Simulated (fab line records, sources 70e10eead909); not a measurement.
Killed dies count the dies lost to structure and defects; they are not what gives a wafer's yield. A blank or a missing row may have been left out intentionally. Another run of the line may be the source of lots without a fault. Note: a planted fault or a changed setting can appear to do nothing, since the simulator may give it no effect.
fab line records | flow nand_harc | part 2 of 2: steps 27 to 32 of 32
record: lots: 5 | wafers: 15 | last_day: 32
route steps=1302 shown A_STAIRCASE@875 A_SGD_CUT@890
lots that met no fault: taken from a fault-free run of the same line
start_h: the number of hours between the record's first day and the start of the first shown wafer of the lot | wait_h: hours from the lot's prior step to this one | " as in the row above | L1.1+2: several wafers, shown together as one row | - value missing, or start not given | * or withheld: withheld | < > ~ a bound
route shown NAME@n: NAME is a module with steps in the file, n the number in the route of the first one | usual: mean/standard deviation taken from wafers without a fault | same: alike in all rows | chamber/n: place in a boat | sites: the reading at each site | _std_site: standard deviation of those values | _edge_site: mean of outer sites minus mean of inner sites | radius_mm: for every site, how far away it sits from the centre of the wafer | mask NAME#n: copy n | behind: the most recent tool/chamber to have shaped the wafer | hold: what put the lot on hold/how long, in hours/how the hold closed | device: the transistor (n, p or np) that didn't switch | end of line: the route-end tests of the same wafers | for a step that has no rows: nothing shown but its recipe | killed: dies that structure and defects cost at the first sort, which is not the same as the wafer's yield | map: the dies of a wafer, with x for killed, . for not killed, _ for no die there
set.NAME: the setting that was run; set.NAME@STEP: the one run at that earlier step | model.NAME: the simulator's own value behind a step, which no gauge read
lots at some steps of the route; a table a step, a row a wafer
services: a tool's chamber out of use, with start hour (start_h, from the record's first day; less than 0 if before it), hours out, and reason
== steps ==
step: NHARC_A_SGD_CUT_INSPECT_11
usual: raw_defect_count: 50/29
lot.wafer | tool              | chamber | start_h | wait_h | raw_defect_count
L078.1    | defect_inspect-02 | -       | 476.29  | 0.0    | 39
L078.2    | "                 | -       | "       | "      | 49
L078.4    | "                 | -       | "       | "      | 58
L085.1    | defect_inspect-02 | -       | 548.32  | 0.0    | 89
L085.4    | "                 | -       | "       | "      | 91
L085.5    | "                 | -       | "       | "      | 87
L089.3    | defect_inspect-02 | -       | 587.52  | 0.0    | 46
L089.5    | "                 | -       | "       | "      | 23
L089.6    | "                 | -       | "       | "      | 38
L091.2    | defect_inspect-01 | -       | 626.37  | 0.0    | 53
L091.3    | "                 | -       | "       | "      | 53
L091.6    | "                 | -       | "       | "      | 76
L093.2    | defect_inspect-01 | -       | 638.02  | 0.0    | 23
L093.3    | "                 | -       | "       | "      | 25
L093.6    | "                 | -       | "       | "      | 17
step: NHARC_A_SGD_CUT_DESCUM_14
recipe: time_s: 3 | o2_flow_sccm: 200 | ar_flow_sccm: 0 | bias_power_w: 0 | chemistry: O2
usual: drypump_motor_current_A: 5.58/0.29 | oes_product_au: 1.003/0.01 | rf_vpp_V: 57.6/0.89 | showerhead_plenum_p_Torr: 1.89/0.072 | throttle_valve_pct: 11.311/0.0099
lot.wafer | tool        | chamber | start_h | wait_h | drypump_motor_current_A | oes_product_au | rf_hours_counter_h | rf_vpp_V | showerhead_plenum_p_Torr | throttle_valve_pct
L078.2    | rie_diel-09 | 3       | 476.36  | 0.1    | 5.86                    | 1.015          | 10                 | 59.3     | 1.98                     | 11.304
L078.4    | "           | 0       | "       | "      | 5.42                    | 1.012          | 9                  | 58.7     | 1.95                     | 11.309
L078.1    | "           | 1       | "       | "      | 5.55                    | 1.006          | 9                  | 56.0     | 1.78                     | 11.306
L085.4    | rie_diel-10 | 1       | 548.40  | 0.1    | 5.06                    | 1.019          | 10                 | 57.2     | 1.83                     | 11.306
L085.1    | "           | 2       | "       | "      | 5.57                    | 0.998          | 10                 | 57.5     | 1.88                     | 11.334
L085.5    | "           | 0       | "       | "      | 5.28                    | 1.013          | -                  | 57.0     | 1.96                     | 11.310
L089.3    | rie_diel-10 | 0       | 587.58  | 0.1    | 5.30                    | 1.011          | 12                 | 58.5     | 1.96                     | 11.306
L089.5    | "           | 3       | "       | "      | 5.78                    | 1.019          | -                  | 56.6     | 1.85                     | 11.319
L089.6    | "           | 0       | "       | "      | 5.29                    | 1.007          | -                  | 58.1     | 1.96                     | 11.318
L091.2    | rie_diel-11 | 2       | 626.45  | 0.1    | 5.27                    | 0.993          | 1                  | 58.1     | 1.86                     | 11.319
L091.3    | "           | 3       | "       | "      | 6.04                    | 0.989          | 0                  | 59.2     | 1.80                     | 11.319
L091.6    | "           | 2       | "       | "      | 5.25                    | 0.991          | -                  | 58.8     | 1.86                     | 11.306
L093.3    | rie_diel-11 | 2       | 638.08  | 0.1    | 5.27                    | 0.995          | 2                  | 56.9     | 1.86                     | 11.334
L093.2    | "           | 1       | "       | "      | 5.55                    | 1.007          | 1                  | 58.4     | 2.02                     | 11.313
L093.6    | "           | 2       | "       | "      | 5.29                    | 1.002          | -                  | 57.9     | 1.86                     | 11.293
step: NHARC_A_SGD_CUT_ETCH_58
recipe: target_depth_a: 390 | over_etch_frac: 0.3 | time_s: 65 | ion_energy_ev: 80 | cf4_flow_sccm: 150 | ar_flow_sccm: 0 | rf_w: 300 | bias_w: 100 | chemistry: CF4
usual: drypump_motor_current_A: 5.61/0.28 | oes_product_au: 1.002/0.0099 | rf_vpp_V: 151.0/1.2 | showerhead_plenum_p_Torr: 1.75/0.061 | throttle_valve_pct: 13.284/0.0093
lot.wafer | tool        | chamber | start_h | wait_h | drypump_motor_current_A | oes_product_au | rf_hours_counter_h | rf_vpp_V | showerhead_plenum_p_Torr | throttle_valve_pct
L078.1    | rie_diel-09 | 2       | 476.44  | 0.1    | 6.02                    | 0.993          | 10                 | 153.1    | 1.77                     | 13.281
L078.4    | "           | 3       | "       | "      | 5.86                    | 1.008          | 10                 | 152.6    | 1.82                     | 13.292
L078.2    | "           | 0       | "       | "      | 5.41                    | 1.016          | 9                  | 152.4    | 1.80                     | 13.271
L085.1    | rie_diel-10 | 3       | 548.47  | 0.1    | 5.74                    | 0.994          | 10                 | 149.5    | 1.71                     | 13.295
L085.4    | "           | 0       | "       | "      | 5.28                    | 1.014          | 8                  | 153.5    | 1.81                     | 13.274
L085.5    | "           | 0       | "       | "      | 5.26                    | 1.018          | -                  | 153.0    | 1.81                     | 13.279
L089.3    | rie_diel-10 | 0       | 587.67  | 0.1    | 5.27                    | 1.000          | 12                 | 151.1    | 1.81                     | 13.288
L089.5    | "           | 2       | "       | "      | 5.56                    | 0.994          | -                  | 153.5    | 1.74                     | 13.298
L089.6    | "           | 3       | "       | "      | 5.74                    | 1.008          | -                  | 150.9    | 1.71                     | 13.300
L091.3    | rie_diel-11 | 0       | 626.54  | 0.1    | 5.60                    | 1.002          | 0                  | 150.5    | 1.73                     | 13.279
L091.2    | "           | 2       | "       | "      | 5.28                    | 0.996          | 1                  | 150.2    | 1.73                     | 13.270
L091.6    | "           | 0       | "       | "      | 5.61                    | 1.003          | -                  | 150.7    | 1.73                     | 13.290
L093.3    | rie_diel-11 | 1       | 638.17  | 0.1    | 5.58                    | 1.001          | 1                  | 153.3    | 1.86                     | 13.285
L093.2    | "           | 3       | "       | "      | 6.03                    | 0.997          | 1                  | 151.0    | 1.67                     | 13.277
L093.6    | "           | 0       | "       | "      | 5.59                    | 1.010          | -                  | 152.3    | 1.73                     | 13.276
step: NHARC_A_SGD_CUT_ETCH_59
recipe: target_depth_a: 2600 | over_etch_frac: 0.25 | time_s: 406.25 | ion_energy_ev: 200 | n2_flow_sccm: 150 | h2_flow_sccm: 150 | ar_flow_sccm: 0 | rf_w: 400 | bias_w: 150 | chemistry: N2/H2
usual: drypump_motor_current_A: 5.62/0.28 | h2_flow_sccm: 150.0/0.43 | oes_product_au: 1.002/0.0092 | rf_vpp_V: 429.6/2.3 | showerhead_plenum_p_Torr: 2.01/0.076 | throttle_valve_pct: 14.171/0.0094
lot.wafer | tool        | chamber | start_h | wait_h | drypump_motor_current_A | h2_flow_sccm | oes_product_au | rf_hours_counter_h | rf_vpp_V | showerhead_plenum_p_Torr | throttle_valve_pct
L078.1    | rie_diel-09 | 0       | -       | -      | 5.46                    | 150.2        | 1.009          | 9                  | 432.2    | 2.08                     | 14.192
L078.2    | "           | 1       | "       | "      | 5.58                    | 150.1        | 1.016          | 9                  | 426.7    | 1.89                     | 14.181
L078.4    | "           | 2       | "       | "      | 6.01                    | 150.6        | 0.998          | 10                 | 431.3    | 2.04                     | 14.167
L085.1    | rie_diel-10 | 2       | -       | -      | 5.57                    | 150.0        | 0.994          | 10                 | 429.4    | 2.00                     | 14.177
L085.4    | "           | 1       | "       | "      | 5.10                    | 149.7        | 1.021          | 10                 | 427.5    | 1.94                     | 14.159
L085.5    | "           | 2       | "       | "      | 5.57                    | 149.7        | 0.997          | -                  | 429.2    | 2.00                     | 14.166
L089.3    | rie_diel-10 | 3       | -       | -      | 5.75                    | 150.2        | 0.996          | 15                 | 429.1    | 1.97                     | 14.178
L089.5    | "           | 2       | "       | "      | 5.54                    | 149.5        | 0.998          | -                  | 429.8    | 2.00                     | 14.181
L089.6    | "           | 3       | "       | "      | 5.73                    | 150.2        | 1.001          | -                  | 428.7    | 1.97                     | 14.162
L091.2    | rie_diel-11 | 3       | -       | -      | 6.05                    | 149.5        | 0.986          | 1                  | 425.8    | 1.92                     | 14.157
L091.3    | "           | 1       | "       | "      | 5.58                    | 149.8        | 1.005          | 1                  | 432.0    | 2.16                     | 14.172
L091.6    | "           | 2       | "       | "      | 5.27                    | 150.0        | 1.004          | -                  | 428.4    | 1.99                     | 14.169
L093.2    | rie_diel-11 | 0       | -       | -      | 5.65                    | 150.2        | 1.002          | 1                  | 430.1    | 2.00                     | 14.160
L093.3    | "           | 1       | "       | "      | 5.57                    | 150.5        | 1.018          | 2                  | 433.1    | 2.16                     | 14.174
L093.6    | "           | 0       | "       | "      | 5.65                    | 149.9        | 0.998          | -                  | 429.7    | 2.00                     | 14.163
step: NHARC_A_SGD_CUT_ETCH_15
recipe: target_depth_a: 750 | time_s: 64.3 | ch3f_flow_sccm: 50 | o2_flow_sccm: 30 | ar_flow_sccm: 200 | rf_w: 500 | bias_w: 100 | chemistry: CH3F/O2
usual: drypump_motor_current_A: 5.59/0.28 | oes_product_au: 0.960/0.022 | rf_vpp_V: 263.5/1.7 | showerhead_plenum_p_Torr: 2.43/0.089 | throttle_valve_pct: 20.663/0.0088
lot.wafer | tool        | chamber | start_h | wait_h | drypump_motor_current_A | oes_product_au | rf_hours_counter_h | rf_vpp_V | showerhead_plenum_p_Torr | throttle_valve_pct
L078.1    | rie_diel-09 | 0       | -       | -      | 5.42                    | 0.942          | 9                  | 266.0    | 2.50                     | 20.670
L078.4    | "           | 1       | "       | "      | 5.57                    | 0.938          | 9                  | 261.0    | 2.29                     | 20.653
L078.2    | "           | 2       | "       | "      | 6.05                    | 0.911          | 10                 | 264.5    | 2.46                     | 20.660
L085.1    | rie_diel-10 | 0       | -       | -      | 5.30                    | 0.975          | 8                  | 264.0    | 2.52                     | 20.654
L085.4    | "           | 2       | "       | "      | 5.55                    | 0.973          | 10                 | 262.6    | 2.41                     | 20.669
L085.5    | "           | 3       | "       | "      | 5.73                    | 0.958          | -                  | 260.7    | 2.38                     | 20.666
L089.3    | rie_diel-10 | 2       | -       | -      | 5.56                    | 0.967          | 15                 | 263.8    | 2.41                     | 20.664
L089.6    | "           | 1       | "       | "      | 5.10                    | 0.981          | -                  | 262.1    | 2.35                     | 20.672
L089.5    | "           | 2       | "       | "      | 5.57                    | 0.956          | -                  | 264.4    | 2.41                     | 20.653
L091.3    | rie_diel-11 | 1       | -       | -      | 5.60                    | 0.980          | 1                  | 265.0    | 2.59                     | 20.656
L091.2    | "           | 2       | "       | "      | 5.28                    | 0.955          | 1                  | 261.3    | 2.40                     | 20.665
L091.6    | "           | 0       | "       | "      | 5.59                    | 0.985          | -                  | 263.1    | 2.41                     | 20.661
L093.3    | rie_diel-11 | 2       | -       | -      | 5.29                    | 0.958          | 2                  | 261.7    | 2.40                     | 20.659
L093.2    | "           | 3       | "       | "      | 6.05                    | 0.954          | 2                  | 261.8    | 2.32                     | 20.661
L093.6    | "           | 0       | "       | "      | 5.64                    | 0.980          | -                  | 263.3    | 2.41                     | 20.651
step: NHARC_A_SGD_CUT_ETCH_16
recipe: target_depth_a: 3105 | time_s: 155.2 | c4f8_flow_sccm: withheld | o2_flow_sccm: 8 | ar_flow_sccm: withheld | rf_w: 600 | bias_w: 800 | chemistry: C4F8/O2/Ar
usual: oes_product_au: 0.968/0.02 | rf_vpp_V: 722/3.7
lot.wafer | tool        | chamber | start_h | wait_h | oes_product_au | rf_hours_counter_h | rf_vpp_V
L078.2    | rie_diel-09 | 2       | -       | -      | 0.935          | 10                 | 724
L078.4    | "           | 3       | "       | "      | 0.954          | 10                 | 728
L078.1    | "           | 0       | "       | "      | 0.959          | 10                 | 723
L085.1    | rie_diel-10 | 2       | -       | -      | 0.976          | 10                 | 722
L085.4    | "           | 0       | "       | "      | 0.980          | 8                  | 724
L085.5    | "           | 1       | "       | "      | 0.979          | -                  | 719
L089.3    | rie_diel-10 | 1       | -       | -      | 1.000          | 13                 | 719
L089.5    | "           | 0       | "       | "      | 0.967          | -                  | 726
L089.6    | "           | 1       | "       | "      | 0.991          | -                  | 719
L091.2    | rie_diel-11 | 0       | -       | -      | 0.987          | 1                  | 721
L091.3    | "           | 2       | "       | "      | 0.971          | 1                  | 721
L091.6    | "           | 0       | "       | "      | 0.986          | -                  | 723
L093.2    | rie_diel-11 | 0       | -       | -      | 0.990          | 2                  | 721
L093.3    | "           | 2       | "       | "      | 0.981          | 2                  | 720
L093.6    | "           | 1       | "       | "      | 0.990          | -                  | 729
== services ==
tool           | chamber | start_h | hours | kind
rie_diel-10    | 0       | 450.87  | 10.3  | repair
rie_diel-07    | -       | 471.20  | 9.0   | pm
rie_diel-11    | -       | 471.98  | 0.8   | repair
rie_diel-09    | 1       | 478.09  | 3.2   | repair
cmp-02         | -       | 488.12  | 2.8   | repair
rie_diel-10    | 0       | 500.10  | 6.0   | repair
rie_diel-11    | 2       | 501.86  | 8.8   | repair
rie_diel-11    | 1       | 524.90  | 3.3   | repair
cmp-02         | -       | 527.95  | 4.0   | pm
wet_bench-09   | -       | 528.80  | 8.0   | pm
litho_track-06 | -       | 529.00  | 7.0   | pm
litho_track-04 | -       | 553.00  | 7.0   | pm
rie_diel-07    | 1       | 554.62  | 4.5   | repair
rie_diel-07    | 0       | 555.62  | 7.3   | repair
rie_diel-10    | 0       | 559.83  | 3.5   | repair
wet_bench-03   | -       | 562.40  | 8.0   | pm
wet_bench-03   | -       | 587.41  | 0.6   | repair
rie_diel-10    | -       | 596.51  | 9.0   | pm
rie_diel-11    | -       | 611.47  | 9.0   | pm
wet_bench-05   | -       | 612.88  | 8.0   | pm
rie_diel-07    | 3       | 624.07  | 13.7  | repair
cmp-02         | -       | 625.95  | 4.0   | pm
rie_diel-10    | 0       | 628.43  | 32.5  | repair
rie_diel-10    | 3       | 631.27  | 2.1   | repair
